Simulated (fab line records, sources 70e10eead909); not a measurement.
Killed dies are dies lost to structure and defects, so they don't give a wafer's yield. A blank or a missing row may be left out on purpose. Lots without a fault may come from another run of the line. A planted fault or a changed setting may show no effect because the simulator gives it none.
Chamber matching | flow nand_harc | NHARC_A_WL_FILL_STRIP_29 on rie_diel-12: 4 sister chambers
The step strips in O2, time 20 s. 18 wafers are shown with their chamber, then 9 later ones without.

WAFERS WITH THEIR CHAMBER
wafer  | chamber | drypump_motor_current_A (A) | oes_product_au (a.u.) | rf_vpp_V (V)
L074.1 | 2       | 5.7                         | 1.008                 | 57.1
L074.3 | 1       | 5.3                         | 1.006                 | 57.9
L074.4 | 0       | 5.5                         | 0.983                 | 57.8
L075.1 | 0       | 5.5                         | 0.995                 | 57.6
L075.4 | 2       | 5.8                         | 1.006                 | 58.3
L075.5 | 2       | 5.8                         | 1.014                 | 57.3
L077.1 | 2       | 5.8                         | 1.010                 | 58.8
L077.2 | 0       | 5.5                         | 0.996                 | 57.9
L077.3 | 1       | 5.3                         | 1.026                 | 57.3
L081.2 | 1       | 5.3                         | 0.997                 | 56.8
L081.5 | 3       | 6.2                         | 1.003                 | 59.7
L081.6 | 2       | 5.8                         | 1.003                 | 58.6
L084.2 | 1       | 5.3                         | 0.999                 | 56.1
L084.3 | 3       | 6.2                         | 1.005                 | 58.8
L084.4 | 0       | 5.5                         | 0.971                 | 58.4
L087.2 | 3       | 6.1                         | 1.001                 | 57.9
L087.4 | 1       | 5.3                         | 0.999                 | 56.7
L087.5 | 2       | 5.8                         | 0.997                 | 57.4

SIGNATURES (means of the wafers above)
reading                 | chamber 0 | chamber 1 | chamber 2 | chamber 3 | scatter within a chamber
drypump_motor_current_A | 5.500     | 5.300     | 5.783     | 6.167     | 0.0327
oes_product_au          | 0.98625   | 1.00540   | 1.00633   | 1.00300   | 0.00915
rf_vpp_V                | 57.925    | 56.960    | 57.917    | 58.800    | 0.682
Rule: a wafer's distance from a chamber is the root of the sum, over the readings, of the square of ((its reading less the chamber's mean) divided by the reading's scatter). The wafer belongs to the nearest chamber; if the next one is less than 2 further off, it can't be placed. The scatter: the root of (the sum of the squares of (reading less its chamber's mean) over the shown wafers, divided by (wafers less chambers)).

WAFERS WITHOUT THEIR CHAMBER
wafer  | drypump_motor_current_A (A) | oes_product_au (a.u.) | rf_vpp_V (V)
L086.3 | 5.5                         | 0.991                 | 59.8
L086.4 | 5.8                         | 1.007                 | 57.0
L086.5 | 5.3                         | 1.006                 | 57.7
L091.2 | 6.1                         | 1.001                 | 59.2
L091.5 | 5.5                         | 0.990                 | 56.9
L091.6 | 6.2                         | 1.007                 | 59.5
L095.3 | 6.2                         | 0.994                 | 59.6
L095.5 | 5.3                         | 1.008                 | 57.7
L095.6 | 5.5                         | 0.988                 | 59.1

WHICH CHAMBER EACH WENT THROUGH
wafer  | from the rows above | in truth
L086.3 | 0                   | 0
L086.4 | 2                   | 2
L086.5 | 1                   | 1
L091.2 | 3                   | 3
L091.5 | 0                   | 0
L091.6 | 3                   | 3
L095.3 | 3                   | 3
L095.5 | 1                   | 1
L095.6 | 0                   | 0
Placed correctly: 9 of 9. Can't be placed from these rows: 0. Placed wrongly: 0.
